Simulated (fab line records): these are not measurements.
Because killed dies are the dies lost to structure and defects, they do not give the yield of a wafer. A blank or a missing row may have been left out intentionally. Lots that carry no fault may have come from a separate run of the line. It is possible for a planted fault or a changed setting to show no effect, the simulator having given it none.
Chamber matching | flow n5Finfet | 4 sister chambers for N5_BEOL_M7_CMP_52 on cmp-03
The step polishes, stops on SiCOH lowk, t overpolish 6.9 s, target thk 80 nm. 20 wafers are shown with their chamber, then 10 later ones without.

== WAFERS, EACH WITH ITS CHAMBER ==
wafer  | chamber | motorCurrentA (A) | overpolishRunS (s) | timeToEndpointS (s)
L075.2 | 3       | 5.8               | 6.882              | 66.5
L075.4 | 1       | 6.7               | 6.897              | 65.4
L075.5 | 2       | 6.0               | 6.891              | 61.8
L076.1 | 0       | 6.0               | 6.896              | 61.8
L076.4 | 3       | 5.6               | 6.885              | 63.0
L076.6 | 1       | 6.7               | 6.897              | 63.5
L077.1 | 3       | 5.7               | 6.900              | 61.4
L077.3 | 1       | 6.5               | 6.890              | 62.5
L077.4 | 0       | 5.7               | 6.906              | 62.7
L087.3 | 3       | 5.4               | 6.887              | 62.1
L087.4 | 1       | 6.7               | 6.904              | 68.0
L087.6 | 3       | 5.3               | 6.912              | 65.0
L082.4 | 3       | 5.5               | 6.894              | 63.0
L082.5 | 0       | 6.0               | 6.903              | 62.7
L082.6 | 1       | 6.7               | 6.903              | 61.7
L086.4 | 1       | 6.4               | 6.908              | 64.3
L086.5 | 1       | 6.8               | 6.898              | 64.1
L086.6 | 0       | 5.6               | 6.907              | 64.7
L085.2 | 0       | 5.7               | 6.901              | 64.7
L085.3 | 2       | 6.0               | 6.887              | 62.0

SIGNATURES (means of the wafers above)
reading         | chamber 0 | chamber 1 | chamber 2 | chamber 3 | scatter within a chamber
motorCurrentA   | 5.800     | 6.643     | 6.000     | 5.550     | 0.164
overpolishRunS  | 6.90260   | 6.89957   | 6.88900   | 6.89333   | 0.00761
timeToEndpointS | 63.320    | 64.214    | 61.900    | 63.500    | 1.78
Rule: for a wafer and a chamber, the distance is found by dividing, reading by reading, the gap between the wafer's reading and the chamber's mean by the reading's scatter, squaring, summing and taking the root. If the next closest chamber is less than 2 further off than the closest, the wafer can't be placed; otherwise it belongs to the closest. The scatter is the square root of a quotient: the sum, over the shown wafers, of each reading's squared deviation from its chamber's mean, divided by wafers minus chambers.

== WAFERS WHOSE CHAMBER IS MISSING ==
wafer  | motorCurrentA (A) | overpolishRunS (s) | timeToEndpointS (s)
L085.6 | 6.2               | 6.911              | 63.6
L090.1 | 6.8               | 6.910              | 61.3
L090.3 | 5.9               | 6.884              | 61.6
L090.6 | 6.7               | 6.927              | 64.0
L095.2 | 5.6               | 6.907              | 58.3
L095.4 | 6.0               | 6.903              | 59.4
L095.6 | 5.8               | 6.922              | 60.2
L097.1 | 5.7               | 6.900              | 61.8
L097.2 | 6.0               | 6.903              | 61.8
L097.5 | 5.5               | 6.899              | 63.0

== WHICH CHAMBER EACH WENT THROUGH ==
wafer  | from the rows above               | in truth
L085.6 | can't be placed: 0 or 1 or 2 or 3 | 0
L090.1 | 1                                 | 1
L090.3 | can't be placed: 2 or 3 or 0      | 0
L090.6 | 1                                 | 1
L095.2 | can't be placed: 0 or 3 or 2      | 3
L095.4 | can't be placed: 2 or 0 or 3      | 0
L095.6 | can't be placed: 0 or 3 or 2      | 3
L097.1 | can't be placed: 0 or 3 or 2      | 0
L097.2 | can't be placed: 0 or 2 or 3      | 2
L097.5 | can't be placed: 3 or 0           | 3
Correct placement for 2 of the 10. These rows do not allow placing 8 (true chamber among the candidates in 8). Wrongly placed: 0.
